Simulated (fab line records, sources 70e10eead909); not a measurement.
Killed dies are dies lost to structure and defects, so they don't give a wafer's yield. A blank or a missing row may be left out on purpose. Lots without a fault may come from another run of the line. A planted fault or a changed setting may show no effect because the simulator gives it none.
fab line records | flow nand_harc | part 1 of 2: steps 1 to 28 of 44
record lots=5 wafers=15 last_day=24
route steps=1159 shown A_BLC@990 A_M0@994 A_M1@1026
lots that met no fault: from a run of the same line without faults
start_h: hours from the record's first day to the start of the lot's first wafer shown | wait_h: hours since the lot's step before | " the same as in the row above | L1.1+2: a row that stands for several wafers | - no value, or no start given | * or withheld: withheld | < > ~ a bound
route shown NAME@n: a module of which the file shows steps, and the number in the route of the first | usual: mean/standard deviation of fault-free wafers | same: alike in all rows | chamber/n: place in a boat | sites: the reading at each site | _std_site: their standard deviation | _edge_site: outer sites' mean less inner sites' | radius_mm: how far each site lies from the wafer's centre | mask NAME#n: copy n | behind: the tool/chamber that last shaped the wafer | hold: why the lot was held/for how many hours/how that ended | device: the transistor (n, p or np) that didn't switch | end of line: the same wafers' tests at the end of the route | a step without rows: its recipe alone | killed: dies lost to structure and defects at the first sort, not the wafer's yield | map: a wafer's dies, x killed, . not, _ none there
set.NAME: the setting as run; set.NAME@STEP: as run at that earlier step | model.NAME: the simulator's own value behind a step, which no gauge read
lots at some steps of the route; a table a step, a row a wafer
services: from which hour (start_h, from the record's first day; less than 0 if before it) a tool's chamber was out of use, for how many hours, and why
## steps
# step NHARC_A_BLC_CMP_25
# recipe t_overpolish_s=30 target_thk_nm=150
# usual motor_current_A=12.2/1.4 overpolish_run_s=30.001/0.0089 retaining_ring_pressure_frac=1.001/0.0051 time_to_endpoint_s=30.3/2.9
# columns lot.wafer tool chamber start_h wait_h motor_current_A overpolish_run_s retaining_ring_pressure_frac time_to_endpoint_s
L077.2 cmp-04 1 424.52 0.5 10.9 29.996 0.996 29.6
L077.4 " 2 " " 12.4 30.007 1.008 30.6
L077.3 " 3 " " 11.2 29.994 1.001 31.1
L084.3 cmp-02 0 457.63 0.4 11.9 29.996 0.996 32.1
L084.4 " 1 " " 12.6 30.001 0.996 25.5
L084.6 " 2 " " 9.9 30.011 1.004 28.8
L088.1 cmp-02 0 472.27 0.5 11.4 30.006 1.001 29.9
L088.4 " 2 " " 9.3 30.010 0.998 31.7
L088.5 " 1 " " 12.5 29.990 1.011 23.8
L094.2 cmp-02 1 518.85 0.4 13.1 30.016 0.993 28.2
L094.3 " 2 " " 9.8 30.014 1.012 29.7
L094.1 " 3 " " 14.0 30.003 0.995 28.3
L095.3 cmp-04 1 529.90 0.4 11.8 30.009 0.999 30.9
L095.5 " 2 " " 12.2 30.002 0.995 28.5
L095.6 " 3 " " 12.1 29.999 0.997 30.7
# step NHARC_A_BLC_SRD_27
# columns lot.wafer tool chamber start_h wait_h
L077.3+4+2 wet_bench-06 5,6,7 424.83 0.0
L084.4+6+3 wet_bench-05 5,7,1 457.91 0.0
L088.5+4+1 wet_bench-07 7,1,2 472.61 0.0
L094.2+3+1 wet_bench-06 6,1,2 519.15 0.0
L095.6+5+3 wet_bench-05 3,4,5 530.15 0.0
# step NHARC_A_BLC_INSPECT_28
# usual raw_defect_count=456/110
# columns lot.wafer tool chamber start_h wait_h raw_defect_count
L077.2 defect_inspect-02 - 424.90 0.1 373
L077.3 " - " " 474
L077.4 " - " " 497
L084.3 defect_inspect-01 - 457.99 0.1 263
L084.4 " - " " 512
L084.6 " - " " 282
L088.1 defect_inspect-01 - 472.69 0.1 307
L088.4 " - " " 455
L088.5 " - " " 423
L094.1 defect_inspect-02 - 519.24 0.1 506
L094.2 " - " " 479
L094.3 " - " " 324
L095.3 defect_inspect-02 - 530.23 0.1 404
L095.5 " - " " 472
L095.6 " - " " 379
# step NHARC_A_M0_DEP_00
# recipe target_thk_a=1500 target_thk_nm=150 temp_c=withheld pressure_torr=5 flow_sccm=200 rf_w=600 material=SiOC
# columns lot.wafer tool chamber start_h wait_h
L077.3+2+4 pecvd-03 0,2,0 425.38 0.5
L084.3+4+6 pecvd-03 1,1,2 458.05 0.1
L088.1+5+4 pecvd-03 0,2,0 472.85 0.2
L094.1+3+2 pecvd-01 2,0,1 520.03 0.8
L095.3+6+5 pecvd-02 0,1,2 530.39 0.2
# step NHARC_A_M0_DEHYDRATE_01
# recipe temp_c=150 time_s=120
# columns lot.wafer tool chamber start_h wait_h
L077.2+3+4 litho_track-04 0 425.78 -
L084.3+4+6 litho_track-04 0 458.45 -
L088.1+4+5 litho_track-01 0 473.16 -
L094.1+2+3 litho_track-01 0 520.44 -
L095.3+5+6 litho_track-01 0 530.70 -
# step NHARC_A_M0_HMDS_02
# recipe time_s=30
# columns lot.wafer tool chamber start_h wait_h
L077.2+3+4 litho_track-04 0 - -
L084.3+4+6 litho_track-04 0 - -
L088.1+4+5 litho_track-01 0 - -
L094.1+2+3 litho_track-01 0 - -
L095.3+5+6 litho_track-01 0 - -
# step NHARC_A_M0_COAT_33
# recipe temp_c=200 time_s=65
# columns lot.wafer tool chamber start_h wait_h
L077.2+3+4 litho_track-04 0 - -
L084.3+4+6 litho_track-04 0 - -
L088.1+4+5 litho_track-01 0 - -
L094.1+2+3 litho_track-01 0 - -
L095.3+5+6 litho_track-01 0 - -
# step NHARC_A_M0_COAT_03
# recipe spin_rpm=1500 resist_thk_nm=90
# usual dispense_pressure_kPa=50.6/0.97
# columns lot.wafer tool chamber start_h wait_h dispense_pressure_kPa
L077.2 litho_track-04 0 - - 49.2
L077.3 " 0 " " 49.2
L077.4 " 0 " " 49.2
L084.3 litho_track-04 0 - - 49.2
L084.4 " 0 " " 49.2
L084.6 " 0 " " 49.2
L088.1 litho_track-01 0 - - 50.5
L088.4 " 0 " " 50.5
L088.5 " 0 " " 50.5
L094.1 litho_track-01 0 - - 50.5
L094.2 " 0 " " 50.5
L094.3 " 0 " " 50.5
L095.3 litho_track-01 0 - - 50.5
L095.5 " 0 " " 50.5
L095.6 " 0 " " 50.5
# step NHARC_A_M0_SOFTBAKE_04
# recipe temp_c=105 time_s=55
# columns lot.wafer tool chamber start_h wait_h
L077.2+3+4 litho_track-04 0 - -
L084.3+4+6 litho_track-04 0 - -
L088.1+4+5 litho_track-01 0 - -
L094.1+2+3 litho_track-01 0 - -
L095.3+5+6 litho_track-01 0 - -
# step NHARC_A_M0_EBR_05
# columns lot.wafer tool chamber start_h wait_h
L077.2+3+4 litho_track-04 0 - -
L084.3+4+6 litho_track-04 0 - -
L088.1+4+5 litho_track-01 0 - -
L094.1+2+3 litho_track-01 0 - -
L095.3+5+6 litho_track-01 0 - -
# step NHARC_A_M0_EXPOSE_06
# recipe na=1.35 target_cd_nm=80 dose_mj=83.25 mask_id=A_M0
# columns lot.wafer tool chamber start_h wait_h mask
L077.2+3+4 arfi_scanner-02 0 426.08 - A_M0#0
L084.3+4+6 arfi_scanner-02 0 458.75 - A_M0#0
L088.1+4+5 arfi_scanner-02 0 473.33 - A_M0#0
L094.1+2+3 arfi_scanner-02 0 520.73 - A_M0#0
L095.3+5+6 arfi_scanner-01 0 531.00 - A_M0#0
# step NHARC_A_M0_PEB_07
# recipe peb_temp_c=100 peb_time_s=65
# columns lot.wafer tool chamber start_h wait_h
L077.2+3+4 litho_track-01 0 426.14 0.1
L084.3+4+6 litho_track-06 0 458.80 0.0
L088.1+4+5 litho_track-01 0 473.39 0.1
L094.1+2+3 litho_track-06 0 520.79 0.1
L095.3+5+6 litho_track-04 0 531.06 0.1
# step NHARC_A_M0_DEVELOP_08
# recipe develop_time_s=35 dev_temp_c=23
# columns lot.wafer tool chamber start_h wait_h
L077.2+3+4 litho_track-01 0 - -
L084.3+4+6 litho_track-06 0 - -
L088.1+4+5 litho_track-01 0 - -
L094.1+2+3 litho_track-06 0 - -
L095.3+5+6 litho_track-04 0 - -
# step NHARC_A_M0_CD_MEAS_09
# recipe target_cd_nm=80 landing_energy_ev=500
# usual cd_nm=80.1/0.63
# columns lot.wafer tool chamber start_h wait_h cd_nm
L077.2 cd_sem-02 0 426.23 - 79.7
L077.3 " 0 " " 80.3
L077.4 " 0 " " 81.3
L084.3 cd_sem-01 0 458.89 - 81.3
L084.4 " 0 " " 81.2
L084.6 " 0 " " 81.5
L088.1 cd_sem-01 0 473.47 - 80.4
L088.4 " 0 " " 79.7
L088.5 " 0 " " 80.6
L094.1 cd_sem-02 0 520.87 - 80.6
L094.2 " 0 " " 80.9
L094.3 " 0 " " 81.2
L095.3 cd_sem-02 0 531.14 - 81.8
L095.5 " 0 " " 81.0
L095.6 " 0 " " 79.9
# step NHARC_A_M0_OVL_MEAS_10
# recipe pitch_nm=160
# usual overlay_x_nm=0.1/0.69 overlay_y_nm=-0.2/0.86
# columns lot.wafer tool chamber start_h wait_h overlay_x_nm overlay_y_nm
L077.2 overlay-02 - 426.31 - -0.7 -0.2
L077.3 " - " " -0.1 -0.6
L077.4 " - " " -0.6 0.1
L084.3 overlay-02 - 458.97 - 0.7 -0.1
L084.4 " - " " 0.5 0.0
L084.6 " - " " 1.0 -0.2
L088.1 overlay-01 - 473.55 - 0.0 -0.6
L088.4 " - " " 0.2 -0.4
L088.5 " - " " 0.3 -0.5
L094.1 overlay-01 - 520.96 - 0.0 -1.5
L094.2 " - " " 0.3 -1.2
L094.3 " - " " 0.3 -1.3
L095.3 overlay-02 - 531.23 - 0.8 0.3
L095.5 " - " " -0.2 0.1
L095.6 " - " " 0.1 0.1
# step NHARC_A_M0_INSPECT_11
# usual raw_defect_count=32/14
# columns lot.wafer tool chamber start_h wait_h raw_defect_count
L077.2 defect_inspect-02 - 426.35 0.0 36
L077.3 " - " " 30
L077.4 " - " " 30
L084.3 defect_inspect-01 - 459.01 0.0 31
L084.4 " - " " 31
L084.6 " - " " 24
L088.1 defect_inspect-01 - 473.59 0.0 24
L088.4 " - " " 14
L088.5 " - " " 17
L094.1 defect_inspect-02 - 520.99 0.0 51
L094.2 " - " " 46
L094.3 " - " " 42
L095.3 defect_inspect-02 - 531.26 0.0 54
L095.5 " - " " 44
L095.6 " - " " 43
# step NHARC_A_M0_DESCUM_14
# recipe time_s=3 o2_flow_sccm=200 ar_flow_sccm=0 bias_power_w=0 chemistry=O2
# usual drypump_motor_current_A=5.6/0.49 oes_product_au=0.999/0.01 rf_vpp_V=57.8/0.9 showerhead_plenum_p_Torr=1.89/0.075 throttle_valve_pct=11.311/0.0093
# columns lot.wafer tool chamber start_h wait_h drypump_motor_current_A oes_product_au rf_hours_counter_h rf_vpp_V showerhead_plenum_p_Torr throttle_valve_pct
L077.3 rie_diel-05 1 426.41 0.1 5.2 0.986 4 56.9 1.86 11.317
L077.4 " 3 " " 6.1 1.000 5 58.6 1.81 11.313
L077.2 " 0 " " 5.0 1.008 5 59.2 1.87 11.312
L084.3 rie_diel-03 1 459.09 0.1 5.8 1.011 3 58.2 1.92 11.306
L084.6 " 2 " " 5.5 0.996 - 59.1 2.02 11.318
L084.4 " 1 " " 5.8 1.007 - 56.0 1.92 11.302
L088.4 rie_diel-05 0 473.66 0.1 5.0 1.004 10 57.3 1.87 11.319
L088.1 " 2 " " 5.3 1.005 9 57.8 1.92 11.319
L088.5 " 3 " " 6.1 0.999 - 58.9 1.81 11.305
L094.3 rie_diel-03 0 521.05 0.1 6.1 0.995 8 57.6 1.97 11.318
L094.2 " 2 " " 5.5 0.987 7 58.4 2.02 11.298
L094.1 " 3 " " 5.4 1.014 6 57.2 1.93 11.314
L095.3 rie_diel-12 3 531.34 0.1 5.1 1.018 11 58.0 1.79 11.311
L095.5 " 1 " " 4.8 0.997 - 58.9 1.89 11.321
L095.6 " 2 " " 6.5 0.990 - 57.1 1.78 11.291
# step NHARC_A_M0_ETCH_34
# recipe target_depth_a=400 overetch_a=120 time_s=43.94 ion_energy_ev=200 n2_flow_sccm=150 h2_flow_sccm=150 ar_flow_sccm=0 rf_w=400 bias_w=150 chemistry=N2/H2
# usual drypump_motor_current_A=5.6/0.47 h2_flow_sccm=149.9/0.48 oes_product_au=0.998/0.011 rf_vpp_V=430.0/2.5 showerhead_plenum_p_Torr=2.02/0.083 throttle_valve_pct=14.170/0.0095
# columns lot.wafer tool chamber start_h wait_h drypump_motor_current_A h2_flow_sccm oes_product_au rf_hours_counter_h rf_vpp_V showerhead_plenum_p_Torr throttle_valve_pct
L077.3 rie_diel-05 3 426.50 0.1 6.0 150.3 0.998 5 426.0 1.93 14.179
L077.4 " 0 " " 5.0 149.9 1.006 5 428.3 1.99 14.186
L077.2 " 1 " " 5.3 150.1 0.980 4 429.9 1.99 14.158
L084.3 rie_diel-03 2 459.19 0.1 5.5 149.0 1.006 3 433.7 2.16 14.184
L084.4 " 1 " " 5.7 149.8 1.019 - 431.0 2.05 14.160
L084.6 " 2 " " 5.5 149.9 1.007 - 432.7 2.16 14.164
L088.1 rie_diel-05 2 473.74 0.1 5.4 149.5 1.013 9 431.9 2.04 14.165
L088.4 " 0 " " 5.0 149.9 0.997 10 428.7 1.99 14.163
L088.5 " 3 " " 6.0 149.7 1.014 - 427.4 1.93 14.180
L094.1 rie_diel-03 3 521.14 0.1 5.5 150.2 1.003 6 431.1 2.06 14.165
L094.3 " 0 " " 6.1 150.3 0.990 8 434.2 2.10 14.168
L094.2 " 1 " " 5.7 150.8 1.004 7 431.3 2.05 14.154
L095.3 rie_diel-12 0 531.42 0.1 5.9 150.2 0.994 12 426.7 1.91 14.180
L095.5 " 2 " " 6.5 149.0 0.968 - 426.0 1.89 14.178
L095.6 " 3 " " 5.1 149.7 1.009 - 426.0 1.90 14.161
# step NHARC_A_M0_ETCH_15
# recipe target_depth_a=1500 overetch_a=150 time_s=82.5 c4f8_flow_sccm=withheld ar_flow_sccm=400 rf_w=600 bias_w=300 chemistry=C4F8/Ar
# usual oes_product_au=0.952/0.022 rf_vpp_V=440.2/2.4
# columns lot.wafer tool chamber start_h wait_h oes_product_au rf_hours_counter_h rf_vpp_V
L077.4 rie_diel-05 0 - - 0.982 5 441.5
L077.2 " 1 " " 0.941 4 439.7
L077.3 " 3 " " 0.974 5 436.5
L084.3 rie_diel-03 0 - - 0.961 4 443.5
L084.4 " 2 " " 0.972 - 443.5
L084.6 " 0 " " 0.965 - 441.8
L088.4 rie_diel-05 3 - - 0.955 11 439.1
L088.1 " 0 " " 0.958 10 440.3
L088.5 " 0 " " 0.957 - 439.5
L094.3 rie_diel-03 1 - - 0.938 7 440.1
L094.1 " 3 " " 0.925 6 441.6
L094.2 " 0 " " 0.930 8 442.1
L095.3 rie_diel-12 0 - - 0.914 12 437.1
L095.6 " 0 " " 0.915 - 437.3
L095.5 " 1 " " 0.919 - 441.7
# step NHARC_A_M0_CD_MEAS_16
# usual cd_nm=80.2/0.74
# columns lot.wafer tool chamber start_h wait_h cd_nm
L077.2 cd_sem-02 - 426.71 - 79.4
L077.3 " - " " 81.0
L077.4 " - " " 81.7
L084.3 cd_sem-01 - 459.41 - 81.8
L084.4 " - " " 81.6
L084.6 " - " " 80.8
L088.1 cd_sem-01 - 473.95 - 79.7
L088.4 " - " " 79.9
L088.5 " - " " 80.7
L094.1 cd_sem-03 - 521.35 - 79.5
L094.2 " - " " 80.8
L094.3 " - " " 80.2
L095.3 cd_sem-02 - 531.63 - 81.1
L095.5 " - " " 80.7
L095.6 " - " " 79.5
# step NHARC_A_M0_STRIP_18
# recipe power_w=1000 n2_flow_sccm=150 h2_flow_sccm=150 ar_flow_sccm=0 bias_w=0 chemistry=N2/H2
# usual drypump_motor_current_A=5.5/0.48 h2_flow_sccm=150.0/0.49 oes_product_au=0.998/0.01 rf_vpp_V=90.5/1 showerhead_plenum_p_Torr=2.01/0.082 throttle_valve_pct=14.171/0.0086
# columns lot.wafer tool chamber start_h wait_h drypump_motor_current_A h2_flow_sccm oes_product_au rf_hours_counter_h rf_vpp_V showerhead_plenum_p_Torr throttle_valve_pct
L077.2 rie_diel-12 1 426.78 0.1 4.8 149.3 1.000 4 90.5 2.02 14.187
L077.3 " 2 " " 6.6 149.0 0.975 4 89.9 1.89 14.176
L077.4 " 3 " " 5.1 149.6 1.007 3 89.3 1.90 14.182
L084.3 rie_diel-05 1 459.54 0.1 5.3 149.9 0.994 8 91.2 1.98 14.168
L084.4 " 2 " " 5.3 150.7 1.010 9 90.1 2.04 14.160
L084.6 " 3 " " 6.1 150.0 1.003 - 88.2 1.93 14.155
L088.1 rie_diel-03 2 474.03 0.1 5.5 150.4 0.998 5 91.7 2.16 14.182
L088.5 " 2 " " 5.5 149.9 1.001 - 91.6 2.16 14.176
L088.4 " 1 " " 5.8 149.7 1.007 - 91.2 2.05 14.172
L094.3 rie_diel-12 3 521.45 0.1 5.1 150.0 1.011 11 88.6 1.90 14.167
L094.2 " 0 " " 5.9 150.2 0.981 12 89.1 1.91 14.172
L094.1 " 1 " " 4.8 149.9 0.984 12 91.7 2.02 14.172
L095.3 rie_diel-03 1 531.70 0.1 5.7 150.0 1.011 8 89.8 2.05 14.166
L095.6 " 1 " " 5.7 149.5 1.010 - 91.2 2.05 14.168
L095.5 " 2 " " 5.5 151.1 0.996 - 91.2 2.16 14.174
# step NHARC_A_M0_STRIP_19
# recipe time_s=600 temp_c=30 chemistry=post_etch_residue_remover
# columns lot.wafer tool chamber start_h wait_h
L077.3+2+4 wet_bench-09 2,5,7 427.06 -
L084.6+4+3 wet_bench-04 2,4,5 459.76 -
L088.4+1+5 wet_bench-04 1,2,3 474.36 -
L094.3+1+2 wet_bench-03 4,7,1 521.70 -
L095.6+3+5 wet_bench-09 3,4,5 531.98 -
# step NHARC_A_M0_DEGAS_28
# recipe temp_c=250 time_s=60
# usual heater_power_w=325/46
# columns lot.wafer tool chamber start_h wait_h heater_power_w
L077.4 pvd_sputter-01 - 427.34 - 328
L077.3 " - " " 396
L077.2 " - " " 306
L084.4 pvd_sputter-01 - 460.04 - 312
L084.3 " - " " 386
L084.6 " - " " 310
L088.4 pvd_sputter-01 - 474.64 - 309
L088.1 " - " " 388
L088.5 " - " " 307
L094.2 pvd_sputter-02 - 521.97 - 360
L094.1 " - " " 278
L094.3 " - " " 300
L095.3 pvd_sputter-02 - 532.25 - 272
L095.6 " - " " 361
L095.5 " - " " 273
# step NHARC_A_M0_PRE_CLEAN_29
# recipe time_s=30 temp_c=280 gas=H2/He
# usual heater_power_w=400/54
# columns lot.wafer tool chamber start_h wait_h heater_power_w
L077.4 pvd_sputter-01 - - - 484
L077.3 " - " " 378
L077.2 " - " " 483
L084.4 pvd_sputter-01 - - - 483
L084.3 " - " " 414
L084.6 " - " " 471
L088.1 pvd_sputter-01 - - - 400
L088.4 " - " " 372
L088.5 " - " " 389
L094.3 pvd_sputter-02 - - - 448
L094.2 " - " " 333
L094.1 " - " " 354
L095.3 pvd_sputter-02 - - - 353
L095.6 " - " " 361
L095.5 " - " " 428
# step NHARC_A_M0_PVD_20
# recipe target_thk_a=50 bias_v=168.6 power_w=15000 chamber_pressure_pa=0.12 time_s=8.06 substrate_temp_c=50 material=TaN
# usual throttle_valve_pct=29.9/0.73
# columns lot.wafer tool chamber start_h wait_h throttle_valve_pct
L077.3 pvd_sputter-01 - - - 29.4
L077.2 " - " " 31.3
L077.4 " - " " 30.3
L084.4 pvd_sputter-01 - - - 30.7
L084.3 " - " " 30.1
L084.6 " - " " 30.7
L088.1 pvd_sputter-01 - - - 30.6
L088.4 " - " " 29.4
L088.5 " - " " 29.4
L094.1 pvd_sputter-02 - - - 29.8
L094.3 " - " " 30.0
L094.2 " - " " 29.0
L095.3 pvd_sputter-02 - - - 29.1
L095.6 " - " " 29.7
L095.5 " - " " 29.9
# step NHARC_A_M0_PVD_21
# recipe target_thk_a=300 chamber_pressure_pa=5 power_w=5000 substrate_temp_c=30 time_s=20.49 material=Cu
# usual throttle_valve_pct=30.0/0.75
# columns lot.wafer tool chamber start_h wait_h throttle_valve_pct
L077.4 pvd_sputter-01 - - - 30.5
L077.3 " - " " 29.2
L077.2 " - " " 31.3
L084.4 pvd_sputter-01 - - - 29.7
L084.3 " - " " 30.5
L084.6 " - " " 29.0
L088.4 pvd_sputter-01 - - - 31.4
L088.1 " - " " 29.2
L088.5 " - " " 31.3
L094.1 pvd_sputter-03 - 522.21 - 29.6
L094.3 " - " " 30.3
L094.2 " - " " 30.8
L095.3 pvd_sputter-02 - - - 30.0
L095.6 " - " " 29.0
L095.5 " - " " 28.8
# step NHARC_A_M0_ECD_22
# recipe target_thk_a=4000 bath_temp_c=25 material=Cu
# columns lot.wafer tool chamber start_h wait_h
L077.2+4+3 ecd_cu-01 0,0,1 427.70 -
L084.3+4+6 ecd_cu-02 0,1,1 460.50 -
L088.1+4+5 ecd_cu-01 1,0,0 475.04 -
L094.1+2+3 ecd_cu-01 0,1,0 522.35 -
L095.3+5+6 ecd_cu-01 1,0,1 532.75 -
# step NHARC_A_M0_ANNEAL_30
# recipe temp_c=225 time_s=90
# usual wafer_temp_C_max=225.98/0.27
# columns lot.wafer tool chamber start_h wait_h wafer_temp_C_max
L077.2 rtp_anneal-02 0 428.12 - 226.37
L077.3 " 0 " " 226.51
L077.4 " 0 " " 226.38
L084.3 rtp_anneal-01 0 460.88 0.3 225.78
L084.4 " 0 " " 225.85
L084.6 " 0 " " 225.80
L088.1 rtp_anneal-01 0 475.70 0.6 225.70
L088.4 " 0 " " 226.44
L088.5 " 0 " " 225.44
L094.1 rtp_anneal-02 0 522.72 - 226.16
L094.2 " 0 " " 226.16
L094.3 " 0 " " 225.94
L095.3 rtp_anneal-02 0 533.08 0.3 226.07
L095.5 " 0 " " 226.00
L095.6 " 0 " " 226.05
